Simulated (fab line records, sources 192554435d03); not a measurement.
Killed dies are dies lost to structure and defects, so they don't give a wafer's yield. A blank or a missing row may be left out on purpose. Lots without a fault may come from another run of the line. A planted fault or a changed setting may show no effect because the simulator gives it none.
Chamber matching | flow n5_finfet | N5_MOL_CONTACT_COAG_DESCUM_88 on rie_diel-06: 4 sister chambers
The step chemistry O2, time 7 s. 4 wafers are shown with their chamber, then 7 later ones without.

WAFERS WITH THEIR CHAMBER
wafer  | chamber | drypump_motor_current_A (A)
L090.4 | 0       | 6.2
L090.5 | 3       | 6.6
L092.1 | 2       | 5.4
L092.2 | 1       | 4.8

WAFERS WITHOUT THEIR CHAMBER
wafer  | drypump_motor_current_A (A)
L092.3 | 6.2
L095.2 | 4.9
L095.3 | 6.2
L095.4 | 6.2
L096.1 | 5.4
L096.2 | 6.2
L096.4 | 4.8

WHICH CHAMBER EACH WENT THROUGH
wafer  | from the rows above | in truth
L092.3 | 0                   | 0
L095.2 | 1                   | 1
L095.3 | 0                   | 0
L095.4 | 0                   | 0
L096.1 | 2                   | 2
L096.2 | 0                   | 0
L096.4 | 1                   | 1
Placed correctly: 7 of 7. Can't be placed from these rows: 0. Placed wrongly: 0.
How it was worked out, from the rows above alone: a wafer's distance from a chamber is the root of the sum, over the readings, of the square of ((its reading less the chamber's mean) divided by the reading's scatter). The wafer belongs to the nearest chamber; if the next one is less than 2 further off, it can't be placed. A chamber's mean is the mean of its shown wafers. The scatter: with one shown wafer a chamber, the root of the mean of the squares of how far each hidden wafer lies from its nearest shown one.
